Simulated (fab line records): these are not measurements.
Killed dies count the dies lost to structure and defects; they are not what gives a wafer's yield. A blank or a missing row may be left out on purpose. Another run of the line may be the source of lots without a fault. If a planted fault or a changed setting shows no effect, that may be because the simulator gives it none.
fab line records	flow nand-harc
record: lots: 12	wafers: 36	last-day: 24
route steps=1159 shown P_STI@85 P_GATE@131 END@1159
lots that met no fault: from a run of the same line without faults
start-h: start of the lot's first displayed wafer, in hours after the record's first day	wait-h: hours from the lot's prior step to this one	" identical to the entry in the row above	L1.1+2: one row covering several wafers at once	- no value present, or no start provided	* or withheld: withheld	< > ~ a bound
route shown NAME@n: a module of which the file shows steps, and the number in the route of the first	usual: the fault-free wafers' mean and standard deviation	same: alike in all rows	chamber/n: place in a boat	sites: per-site readings	_std_site: the standard deviation of these	_edge_site: mean of outer sites minus mean of inner sites	radius-mm: how far each site lies from the wafer's centre	mask NAME#n: copy n	behind: the most recent tool/chamber to have shaped the wafer	hold: reason for holding the lot/hours on hold/outcome of the hold	device: which transistor (n, p or np) failed to switch	end of line: the tests these same wafers got at the end of their route	a step with no rows: only its recipe	killed: not the wafer's yield, but the dies lost to structure and defects at the first sort	map: dies across one wafer; x = killed, . = not, _ = none there
set.NAME: the setting as run; set.NAME@STEP: as run at that earlier step	model.NAME: the simulator's own value behind a step, which no gauge read
one table for each step of the route and one row for each wafer, over a sample of lots
services: the hour from which a tool's chamber was out of use, counted from the record's first day as start-h (under 0 if before that day), plus the number of hours and why
== steps ==
step: NHARC_P_STI_INSPECT_11
usual: raw-defect-count: 5.8/2.9
lot.wafer	tool	chamber	start-h	wait-h	raw-defect-count
L270.3	defect-inspect-01	-	32.50	0.0	6
L270.5	"	-	"	"	3
L270.6	"	-	"	"	3
L271.2	defect-inspect-02	-	44.33	0.0	5
L271.3	"	-	"	"	8
L271.5	"	-	"	"	3
L273.2	defect-inspect-02	-	53.57	0.0	4
L273.3	"	-	"	"	7
L273.5	"	-	"	"	4
L274.2	defect-inspect-01	-	58.96	0.0	5
L274.3	"	-	"	"	2
L274.6	"	-	"	"	11
L277.1	defect-inspect-01	-	74.11	0.0	12
L277.4	"	-	"	"	9
L277.6	"	-	"	"	7
L278.2	defect-inspect-02	-	83.32	0.0	3
L278.3	"	-	"	"	8
L278.4	"	-	"	"	3
L281.1	defect-inspect-02	-	103.19	0.0	6
L281.3	"	-	"	"	8
L281.6	"	-	"	"	6
L284.1	defect-inspect-02	-	119.04	0.0	6
L284.2	"	-	"	"	3
L284.4	"	-	"	"	4
L287.1	defect-inspect-02	-	137.61	0.0	9
L287.2	"	-	"	"	6
L287.3	"	-	"	"	4
L288.1	defect-inspect-02	-	143.32	0.0	8
L288.3	"	-	"	"	4
L288.4	"	-	"	"	10
L290.2	defect-inspect-01	-	155.76	0.0	3
L290.4	"	-	"	"	0
L290.6	"	-	"	"	5
L293.1	defect-inspect-01	-	170.77	0.0	1
L293.2	"	-	"	"	3
L293.5	"	-	"	"	4
step: NHARC_P_GATE_HM_DEP_102
recipe: target-thk-a: 1200	temp-c: 400	material: aC
usual: susceptor-temp-C: 399.97/0.19	throttle-valve-pct: 34.999/0.0085
lot.wafer	tool	chamber	start-h	wait-h	susceptor-temp-C	throttle-valve-pct
L270.3	acl-dep-03	0	82.16	1.6	-	35.004
L270.5	"	0	"	"	-	34.992
L270.6	"	0	"	"	-	35.013
L271.2	acl-dep-03	0	94.72	2.1	399.87	34.990
L271.3	"	0	"	"	399.87	35.007
L271.5	"	0	"	"	399.99	34.995
L273.2	acl-dep-02	0	101.83	0.5	400.19	34.993
L273.3	"	0	"	"	400.08	35.015
L273.5	"	0	"	"	399.92	35.012
L274.2	acl-dep-02	0	122.28	5.1	400.10	35.016
L274.3	"	0	"	"	399.75	34.997
L274.6	"	0	"	"	399.89	34.998
L277.1	acl-dep-02	0	133.03	0.4	400.10	34.983
L277.4	"	0	"	"	399.78	34.986
L277.6	"	0	"	"	400.12	35.009
L278.2	acl-dep-02	0	139.37	0.5	-	34.996
L278.3	"	0	"	"	-	35.007
L278.4	"	0	"	"	-	34.995
L281.1	acl-dep-03	-	165.34	0.6	-	-
L281.3	"	-	"	"	-	-
L281.6	"	-	"	"	-	-
L284.1	acl-dep-02	-	165.76	1.0	-	-
L284.2	"	-	"	"	-	-
L284.4	"	-	"	"	-	-
L287.1	acl-dep-02	0	191.65	0.6	-	35.004
L287.2	"	0	"	"	-	34.995
L287.3	"	0	"	"	-	34.994
L288.1	acl-dep-03	0	195.30	0.4	-	34.994
L288.3	"	0	"	"	-	34.994
L288.4	"	0	"	"	-	35.014
L290.2	acl-dep-01	0	207.81	0.5	399.43	35.005
L290.4	"	0	"	"	399.86	35.011
L290.6	"	0	"	"	399.75	35.007
L293.1	acl-dep-02	0	218.74	0.4	400.41	34.992
L293.2	"	0	"	"	400.21	35.004
L293.5	"	0	"	"	400.08	34.993
step: NHARC_P_GATE_ETCH_114
recipe: target-depth-a: 300	overetch-a: 30	time-s: 16.5	ion-energy-ev: 100	cf4-flow-sccm: 80	o2-flow-sccm: 20	ar-flow-sccm: 0	rf-w: 300	bias-w: 100	chemistry: CF4/O2
usual: cf4-flow-sccm: 79.94/0.23	drypump-motor-current-A: 5.7/0.44	oes-product-au: 1.000/0.0066	rf-vpp-V: 198.0/1.6	showerhead-plenum-p-Torr: 1.34/0.067	throttle-valve-pct: 13.398/0.0088
lot.wafer	tool	chamber	start-h	wait-h	cf4-flow-sccm	drypump-motor-current-A	oes-product-au	rf-hours-counter-h	rf-vpp-V	showerhead-plenum-p-Torr	throttle-valve-pct
L270.3	rie-diel-10	1	-	-	79.82	5.4	1.000	20	195.3	1.24	13.402
L270.6	"	1	"	"	80.07	5.4	1.003	-	195.8	1.24	13.380
L270.5	"	2	"	"	79.77	6.1	0.992	-	198.6	1.42	13.399
L271.2	rie-diel-10	0	-	-	79.94	5.2	1.005	30	198.9	1.28	13.392
L271.3	"	1	"	"	79.80	5.4	1.000	23	195.5	1.24	13.416
L271.5	"	1	"	"	79.78	5.4	0.994	-	194.8	1.24	13.390
L273.3	rie-diel-10	1	-	-	79.73	5.4	0.992	27	194.9	1.24	13.397
L273.2	"	0	"	"	79.90	5.2	1.002	33	195.7	1.28	13.397
L273.5	"	1	"	"	79.82	5.4	1.004	-	195.7	1.24	13.390
L274.2	rie-diel-04	0	-	-	80.02	5.7	1.011	0	200.1	1.40	13.416
L274.3	"	3	"	"	79.29	5.3	1.005	0	198.4	1.41	13.406
L274.6	"	1	"	"	80.01	5.6	1.015	-	199.1	1.34	13.419
L277.1	rie-diel-04	3	-	-	79.80	5.3	1.010	2	198.9	1.41	13.400
L277.4	"	0	"	"	80.30	5.7	1.008	2	199.2	1.40	13.405
L277.6	"	0	"	"	79.90	5.8	1.002	-	198.5	1.40	13.394
L278.3	rie-diel-10	0	-	-	79.82	5.2	0.999	45	197.3	1.28	13.387
L278.4	"	1	"	"	80.19	5.4	1.000	40	196.4	1.23	13.395
L278.2	"	3	"	"	79.62	5.3	1.000	45	199.6	1.40	13.400
L281.3	rie-diel-04	1	-	-	79.62	5.7	0.990	8	197.6	1.34	13.399
L281.1	"	3	"	"	79.72	5.3	1.001	7	199.7	1.41	13.419
L281.6	"	1	"	"	80.22	5.7	1.000	-	198.4	1.34	13.408
L284.2	rie-diel-04	3	-	-	79.58	5.3	0.993	7	198.9	1.41	13.386
L284.1	"	0	"	"	80.38	5.7	0.996	7	198.8	1.40	13.388
L284.4	"	1	"	"	80.16	5.6	0.992	8	197.4	1.34	13.408
L287.1	rie-diel-10	3	-	-	80.07	5.3	1.002	3	200.2	1.39	13.414
L287.2	"	0	"	"	79.89	5.2	0.992	3	196.5	1.27	13.405
L287.3	"	2	"	"	80.18	6.1	0.996	3	199.1	1.41	13.396
L288.4	rie-diel-04	2	-	-	79.50	6.5	0.989	13	196.8	1.28	13.398
L288.3	"	3	"	"	79.76	5.3	1.007	12	200.0	1.41	13.391
L288.1	"	0	"	"	79.97	5.7	1.010	12	199.1	1.40	13.384
L290.2	rie-diel-04	0	-	-	80.12	5.7	1.004	14	198.6	1.40	13.407
L290.6	"	2	"	"	80.09	6.5	1.000	-	197.5	1.28	13.405
L290.4	"	3	"	"	80.07	5.3	0.992	-	199.4	1.41	13.402
L293.1	rie-diel-04	3	-	-	80.09	5.3	0.997	17	199.3	1.41	13.385
L293.2	"	0	"	"	79.77	5.7	1.002	16	198.3	1.39	13.408
L293.5	"	2	"	"	80.09	6.5	1.009	-	197.4	1.28	13.390
step: NHARC_P_GATE_ETCH_32
recipe: target-depth-a: 1500	over-etch-frac: 1	over-etch-ion-energy-ev: 40	time-s: 100.1	hbr-flow-sccm: 150	cl2-flow-sccm: 50	rf-w: 400	icp-w: 400	bias-w: 100	chemistry: HBr/Cl2
usual: drypump-motor-current-A: 5.8/0.56	oes-product-au: 0.999/0.0063	throttle-valve-pct: 26.405/0.0091
lot.wafer	tool	chamber	start-h	wait-h	drypump-motor-current-A	oes-product-au	rf-hours-counter-h	throttle-valve-pct
L270.3	rie-si-02	0	84.26	-	5.5	1.004	0.3	26.402
L270.5	"	3	"	"	5.3	0.997	-	26.390
L270.6	"	0	"	"	5.5	1.000	-	26.402
L271.2	rie-si-01	1	96.48	-	5.1	0.989	1.4	26.393
L271.3	"	2	"	"	5.7	0.988	0.7	26.426
L271.5	"	1	"	"	5.1	0.989	-	26.398
L273.2	rie-si-06	3	103.83	-	5.8	1.006	0.9	26.402
L273.3	"	1	"	"	5.0	0.991	0.7	26.406
L273.5	"	2	"	"	5.9	0.985	-	26.410
L274.2	rie-si-02	3	124.04	-	5.3	0.986	0.6	26.398
L274.3	"	0	"	"	5.5	1.001	0.6	26.404
L274.6	"	3	"	"	5.3	1.007	-	26.420
L277.4	rie-si-02	2	135.02	-	6.0	1.007	0.7	26.405
L277.1	"	1	"	"	6.6	0.996	0.7	26.401
L277.6	"	2	"	"	6.0	0.996	-	26.407
L278.4	rie-si-02	3	141.31	-	5.4	1.006	0.8	26.397
L278.2	"	0	"	"	5.5	0.992	0.8	26.425
L278.3	"	1	"	"	6.6	1.003	0.8	26.398
L281.3	rie-si-06	0	167.51	-	6.8	1.003	1.3	26.402
L281.1	"	1	"	"	5.0	0.996	1.2	26.405
L281.6	"	0	"	"	6.8	1.008	-	26.415
L284.4	rie-si-06	2	167.83	-	5.9	0.996	1.5	26.408
L284.2	"	3	"	"	5.8	1.001	1.6	26.404
L284.1	"	1	"	"	5.0	0.994	1.3	26.407
L287.1	rie-si-06	0	193.73	-	6.7	0.999	0.0	26.404
L287.2	"	1	"	"	5.0	0.999	0.0	26.400
L287.3	"	3	"	"	5.8	1.007	0.0	26.402
L288.1	rie-si-02	3	197.28	-	5.3	1.015	1.4	26.399
L288.3	"	0	"	"	5.5	1.006	1.4	26.400
L288.4	"	2	"	"	6.0	1.007	1.5	26.420
L290.2	rie-si-06	1	209.79	-	5.0	1.005	0.2	26.419
L290.4	"	3	"	"	5.8	1.004	0.2	26.395
L290.6	"	2	"	"	5.9	0.995	-	26.428
L293.2	rie-si-02	2	220.98	-	6.0	0.990	0.0	26.411
L293.1	"	3	"	"	5.4	1.000	0.0	26.411
L293.5	"	1	"	"	6.6	1.010	-	26.404
step: NHARC_P_GATE_CD_MEAS_33
usual: cd-nm: 120.3/2
lot.wafer	tool	chamber	start-h	wait-h	cd-nm
L270.3	cd-sem-03	-	84.60	-	122.5
L270.5	"	-	"	"	120.1
L270.6	"	-	"	"	124.3
L271.2	cd-sem-02	-	96.82	-	120.7
L271.3	"	-	"	"	121.4
L271.5	"	-	"	"	117.9
L273.2	cd-sem-02	-	104.16	-	121.9
L273.3	"	-	"	"	118.6
L273.5	"	-	"	"	121.1
L274.2	cd-sem-02	-	124.37	-	118.9
L274.3	"	-	"	"	121.5
L274.6	"	-	"	"	121.8
L277.1	cd-sem-01	-	135.36	-	118.9
L277.4	"	-	"	"	120.5
L277.6	"	-	"	"	120.9
L278.2	cd-sem-03	-	141.66	-	120.1
L278.3	"	-	"	"	121.6
L278.4	"	-	"	"	119.2
L281.1	cd-sem-03	-	167.85	-	-
L281.3	"	-	"	"	-
L281.6	"	-	"	"	-
L284.1	cd-sem-03	-	168.17	-	-
L284.2	"	-	"	"	-
L284.4	"	-	"	"	-
L287.1	cd-sem-03	-	194.06	-	118.0
L287.2	"	-	"	"	122.0
L287.3	"	-	"	"	120.7
L288.1	cd-sem-01	-	197.62	-	117.4
L288.3	"	-	"	"	119.2
L288.4	"	-	"	"	119.5
L290.2	cd-sem-03	-	210.16	0.1	124.9
L290.4	"	-	"	"	119.4
L290.6	"	-	"	"	118.7
L293.1	cd-sem-02	-	221.32	0.2	117.1
L293.2	"	-	"	"	117.8
L293.5	"	-	"	"	119.6
step: NHARC_P_GATE_INSPECT_68
usual: raw-defect-count: 182/76
lot.wafer	tool	chamber	start-h	wait-h	raw-defect-count
L270.3	defect-inspect-01	-	101.86	0.1	203
L270.5	"	-	"	"	116
L270.6	"	-	"	"	138
L271.2	defect-inspect-02	-	114.56	0.1	135
L271.3	"	-	"	"	141
L271.5	"	-	"	"	187
L273.2	defect-inspect-02	-	121.72	0.1	172
L273.3	"	-	"	"	103
L273.5	"	-	"	"	153
L274.2	defect-inspect-01	-	142.01	0.1	151
L274.3	"	-	"	"	104
L274.6	"	-	"	"	212
L277.1	defect-inspect-01	-	155.46	0.2	162
L277.4	"	-	"	"	133
L277.6	"	-	"	"	311
L278.2	defect-inspect-01	-	160.01	0.2	216
L278.3	"	-	"	"	609
L278.4	"	-	"	"	363
L281.1	defect-inspect-01	-	185.61	0.2	3528
L281.3	"	-	"	"	3554
L281.6	"	-	"	"	3477
L284.1	defect-inspect-01	-	186.04	0.2	3759
L284.2	"	-	"	"	3839
L284.4	"	-	"	"	3569
L287.1	defect-inspect-02	-	212.02	0.2	203
L287.2	"	-	"	"	295
L287.3	"	-	"	"	178
L288.1	defect-inspect-02	-	215.15	0.2	141
L288.3	"	-	"	"	136
L288.4	"	-	"	"	111
L290.2	defect-inspect-02	-	227.95	0.1	137
L290.4	"	-	"	"	185
L290.6	"	-	"	"	115
L293.1	defect-inspect-02	-	238.76	0.2	230
L293.2	"	-	"	"	166
L293.5	"	-	"	"	258
step: NHARC_END_SORT_01
recipe: temp-c: 25
usual: killed-at-array: 28/8.9	killed-at-other: 0.8/1.2	killed-at-periphery: 3.3/2.3	killed-dies: 32/9.4	killed-open: 3.2/1.8	killed-short: 1.9/1.4
same: gross-dies: 677
lot.wafer	tool	chamber	start-h	wait-h	killed-at-array	killed-at-other	killed-at-periphery	killed-dies	killed-open	killed-short
L284.1	prober-01	0	517.53	2.5	9	0	668	677	1	0
L284.2	prober-01	0	518.32	2.8	4	0	673	677	0	0
L284.4	prober-01	0	519.91	3.4	3	1	673	677	0	1
L281.1	prober-01	0	525.25	2.5	3	0	674	677	1	0
L281.3	prober-01	0	526.85	3.1	1	0	676	677	0	0
L281.6	prober-01	0	529.24	4.0	3	1	673	677	1	0
killed by level:class
L284.1 P_GATE:lost-pattern=668 A_CHANNEL_HOLE_D1:chamber-film-flake=7 A_CONTACT:geometric-particle:open=1 A_STAIRCASE:chamber-film-flake=1
L284.2 P_GATE:lost-pattern=673 A_CHANNEL_HOLE_D1:chamber-film-flake=2 A_STAIRCASE:chamber-film-flake=1 A_BONDPAD:chamber-film-flake=1
L284.4 P_GATE:lost-pattern=672 A_CHANNEL_HOLE_D1:chamber-film-flake=2 STARTING-WAFER:geometric-particle:short=1 P_STI:chamber-film-flake=1 A_STAIRCASE:chamber-film-flake=1
L281.1 P_GATE:lost-pattern=674 A_SLIT:chamber-film-flake=2 A_CHANNEL_HOLE_D1:geometric-particle:open=1
L281.3 P_GATE:lost-pattern=676 A_STAIRCASE:chamber-film-flake=1
L281.6 P_GATE:lost-pattern=673 A_CHANNEL_FILL_D1:geometric-particle:open=1 A_SLIT:chamber-film-flake=1 THIN_TSV:chamber-film-flake=1 A_CHANNEL_HOLE_D1:chamber-film-flake=1
== services ==
tool	chamber	start-h	hours	kind
rie-diel-04	0	66.85	-	clean
rie-diel-04	1	66.85	-	clean
rie-diel-04	2	66.85	-	clean
rie-diel-04	3	66.85	-	clean
acl-dep-03	-	78.05	3.3	repair
rie-diel-04	2	83.07	9.1	repair
rie-diel-04	0	91.35	-	clean
rie-diel-04	1	91.35	-	clean
rie-si-06	-	94.43	0.2	repair
rie-diel-04	-	111.90	9.0	pm
acl-dep-01	-	112.72	13.0	pm
rie-si-01	-	114.12	0.3	repair
rie-si-01	-	127.00	9.0	pm
rie-si-02	3	157.06	4.9	repair
acl-dep-01	-	161.05	3.2	repair
rie-si-01	-	163.01	10.0	repair
acl-dep-02	-	168.60	13.0	pm
rie-si-02	-	170.51	0.6	repair
rie-diel-10	-	176.50	9.0	pm
rie-si-06	-	183.00	9.0	pm
rie-diel-04	1	206.97	14.9	repair
rie-si-02	-	211.00	9.0	pm
rie-si-06	3	218.29	1.2	repair
rie-si-01	3	220.13	3.3	repair
== key ==
first-sign: step: NHARC_P_GATE_HM_DEP_102	reading: tool-record	direction: missing
effect: step: NHARC_P_GATE_CD_MEAS_33	reading: cd-nm	direction: missing
effect: step: NHARC_P_GATE_INSPECT_68	reading: raw-defect-count	direction: up	sigmas: 45	usual: 182	struck: 3621
effect: step: NHARC_END_SORT_01	reading: killed-at-periphery	direction: up	sigmas: 99+	usual: 3.3	struck: 672.8
met-at NHARC_P_GATE_HM_DEP_102
struck-lots L281,L284
later-rows-left-out L281.1,L281.3,L281.6,L284.1,L284.2,L284.4
tester-left-out L281,L284
not-acting-at NHARC_P_STI_INSPECT_11,NHARC_P_GATE_ETCH_114,NHARC_P_GATE_ETCH_32
onset-between 139.37 165.34
fault: kind: skipped-step-whole	tool: acl-dep-02,acl-dep-03	chamber: -	onset-h: 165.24	steps: NHARC_P_GATE_HM_DEP_102	scope: struck-lots-only
tester-left-out: of these lots the tester's yield and bins aren't shown, on N5 and GAA mostly nor the transistor test; their killed dies are dies lost to structure and defects alone, not to doping, threshold or leakage, so they don't give the yield
later-rows-left-out: the simulator's readings of these wafers behind a module that went badly wrong aren't trusted and aren't shown, but for the sort
